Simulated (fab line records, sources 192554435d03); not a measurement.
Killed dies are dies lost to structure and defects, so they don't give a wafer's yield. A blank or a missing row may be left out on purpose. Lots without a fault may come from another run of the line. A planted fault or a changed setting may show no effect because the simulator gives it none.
Which tool did it? | flow n5_finfet | 9 lots, 27 wafers sampled, at 4 steps of a route of 1938

WHAT THE GAUGES READ, wafer by wafer
N5_STI_FIN_REVEAL_FIN_H_MEAS_10.
lot  | measured    | on     | trench_depth_nm (nm)
L770 | day 2 15:44 | ocd-02 | 51.1 52.2 52.1
L774 | day 3 13:29 | ocd-02 | 51.2 51.0 51.2
L776 | day 4 05:20 | ocd-01 | 52.9 52.8 53.2
L781 | day 5 06:41 | ocd-01 | 52.3 51.4 52.0
L788 | day 7 00:41 | ocd-02 | 64.5 65.3 52.0
L789 | day 7 06:39 | ocd-02 | 52.4 51.8 52.5
L790 | day 7 14:58 | ocd-02 | 53.2 66.2 52.6
L791 | day 7 20:25 | ocd-01 | 51.8 52.3 52.4
L793 | day 8 11:20 | ocd-02 | 51.8 52.1 52.3

WHICH TOOL RAN EACH LOT (tool, then ch and the chambers of the sampled wafers, then the start)
lot  | N5_STI_FIN_REVEAL_ETCHBACK_08     | N5_STI_FIN_REVEAL_OXIDATION_31      | N5_STI_FIN_REVEAL_OXIDATION_33
L770 | rie_diel-02 ch 0,1,3, day 2 12:47 | plasma_asher-01 ch 0,1, day 2 15:11 | plasma_asher-01 ch 0,1, day 2 15:32
L774 | rie_diel-02 ch 0,2,3, day 3 10:32 | plasma_asher-02 ch 0,1, day 3 12:56 | plasma_asher-02 ch 0,1, day 3 13:17
L776 | rie_diel-04 ch 0,3, day 4 02:23   | plasma_asher-02 ch 0,1, day 4 04:47 | plasma_asher-01 ch 0,1, day 4 05:08
L781 | rie_diel-04 ch 0,1,2, day 5 03:29 | plasma_asher-01 ch 0,1, day 5 06:07 | plasma_asher-02 ch 0,1, day 5 06:29
L788 | rie_diel-04 ch 1,2, day 6 21:41   | plasma_asher-01 ch 0,1, day 7 00:08 | plasma_asher-02 ch 0,1, day 7 00:29
L789 | rie_diel-01 ch 0,2,3, day 7 03:42 | plasma_asher-02 ch 0, day 7 06:06   | plasma_asher-01 ch 0,1, day 7 06:27
L790 | rie_diel-04 ch 0,1,2, day 7 12:00 | plasma_asher-01 ch 0,1, day 7 14:25 | plasma_asher-01 ch 0,1, day 7 14:46
L791 | rie_diel-02 ch 0,3, day 7 17:28   | plasma_asher-01 ch 0, day 7 19:52   | plasma_asher-02 ch 0, day 7 20:13
L793 | rie_diel-01 ch 1,2, day 8 08:09   | plasma_asher-01 ch 0,1, day 8 10:34 | plasma_asher-01 ch 0,1, day 8 11:09
- N5_STI_FIN_REVEAL_ETCHBACK_08: etches SiO2 in C4F6/O2, target depth 30.5 nm, time 10.167 s.
- N5_STI_FIN_REVEAL_OXIDATION_31: chemistry O2 PLASMA REMOTE, time 20 s.
- N5_STI_FIN_REVEAL_OXIDATION_33: chemistry O2 PLASMA REMOTE, time 20 s.

THE ANSWER, worked out from the rows above alone
Rule: what is usual is taken from the lots themselves. Put in order of their means at a reading, lots are off if they are a third of the lots or fewer, leave a main group of 4 or more, and stand apart from it by a gap of 3 or more times the standard deviation of the main group's means; of several such gaps the widest counts. A main group whose means are all the same, to the digits that the tables above print for the reading, isn't used. A lot without any number at a reading at which 4 lots or more have one is off too. The other lots that the step has rows for count as sound.
Off: L788, L790, at N5_STI_FIN_REVEAL_FIN_H_MEAS_10 (trench_depth_nm). The main group: mean 52.0 nm, standard deviation 0.51.
A tool fits if, at a process step before that reading, it ran every lot that is off, and no sound lot after the first of them. The gauges at N5_STI_FIN_REVEAL_FIN_H_MEAS_10 are tried like those tools. One fits: rie_diel-04 at N5_STI_FIN_REVEAL_ETCHBACK_08. Its last sound lot is L781 (day 5 03:29), its first lot that is off L788 (day 6 21:41): a fault that began between those two fits.

WHAT THE SIMULATOR HAD PUT IN
Process parameter drift: rie_diel-04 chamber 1, from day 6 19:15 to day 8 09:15, at N5_STI_FIN_REVEAL_ETCHBACK_08. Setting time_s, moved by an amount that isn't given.
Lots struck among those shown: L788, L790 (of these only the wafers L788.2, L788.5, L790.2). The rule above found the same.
